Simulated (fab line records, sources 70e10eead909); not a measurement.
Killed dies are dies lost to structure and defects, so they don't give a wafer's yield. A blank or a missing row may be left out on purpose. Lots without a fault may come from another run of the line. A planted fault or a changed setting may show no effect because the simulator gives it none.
A struck lot beside a sound one | flow nand_harc | 18 steps out of a route of 1302
Sound: wafers L852.1, L852.3, L852.5. Struck: wafers L854.1, L854.4, L854.6. The cause comes at the end.
At each step with rows: each side's tool, then ch and its chambers, then its first start. Under that, the readings that differ: sound wafers | struck wafers | difference of the means | sigmas: that difference in standard deviations of wafers without a fault.
alike: readings whose means differ by less than 2 such deviations, and words and numbers that are the same on both sides. not compared: withheld readings, readings that some wafer has no value for, bounds like >300 that may hide the same value, and numbers for which the record gives no deviation and whose values overlap.
The two part at a step that has a row with sigmas, a row that says differs or no value, or rows on one side only. Numbers that don't overlap but have no deviation are shown without sigmas and don't part them. A reading that every wafer of one side lacks parts them only if that side has two wafers or more.

first, 2 steps without rows for these wafers: NHARC_P_STI_SRD_39; NHARC_P_STI_OXIDE_40 (material SiO2, target thk 10 nm, ox time 1362 s).
NHARC_P_STI_INSPECT_25:
  sound on defect_inspect-01, day 8 04:15; struck on defect_inspect-02, day 8 23:04
  alike: raw_defect_count
then, 9 steps without rows for these wafers: NHARC_P_GATE_ETCH_69 (etches SiO2 in dHF, target depth 14 nm); NHARC_P_GATE_PRECLEAN_70 (cleans in SC1); NHARC_P_GATE_SRD_01; NHARC_P_GATE_OXIDE_02 (material SiO2, target thk 37.5 nm, ox time 365 s); NHARC_P_GATE_DEHYDRATE_03 (time 120 s); NHARC_P_GATE_HMDS_04 (time 30 s); NHARC_P_GATE_COAT_05; NHARC_P_GATE_SOFTBAKE_06 (time 95 s); NHARC_P_GATE_EBR_07.
NHARC_P_GATE_EXPOSE_08: exposes mask P HV.
  sound on krf_scanner-04 ch 0, day 8 12:55; struck on krf_scanner-02 ch 0, day 9 07:14
  reading | sound                | struck                     | difference | sigmas
  mask    | P_HV#0 P_HV#0 P_HV#0 | P_HVPW#0 P_HVPW#0 P_HVPW#0 | differs    |
  alike: focus_offset_nm
then, 2 steps without rows for these wafers: NHARC_P_GATE_PEB_09 (peb time 85 s); NHARC_P_GATE_DEVELOP_10 (time 70 s).
NHARC_P_GATE_CD_MEAS_11: target cd 1640 nm.
  sound on cd_sem-02 ch 0, day 8 13:04; struck on cd_sem-01 ch 0, day 9 07:24
  reading    | sound                | struck | difference                    | sigmas
  cd_nm (nm) | 1639.9 1639.6 1636.6 | - - -  | no value on the struck wafers |
then, 1 step without rows for these wafers: NHARC_P_GATE_HARDBAKE_12 (time 80 s).
-- the record jumps here: 20 days lie between the struck wafers' starts before and after (it left off in module P_GATE and takes up again in module END, whose first step shown is number 1302 of the route) --
NHARC_END_SORT_01:
  the record has rows for the struck wafers here (prober-02 ch 0, day 29 03:16) and none for the sound ones

WHERE THEY PART
First at NHARC_P_GATE_EXPOSE_08; last, within this record, at NHARC_END_SORT_01.

WHY: what the simulator had put in
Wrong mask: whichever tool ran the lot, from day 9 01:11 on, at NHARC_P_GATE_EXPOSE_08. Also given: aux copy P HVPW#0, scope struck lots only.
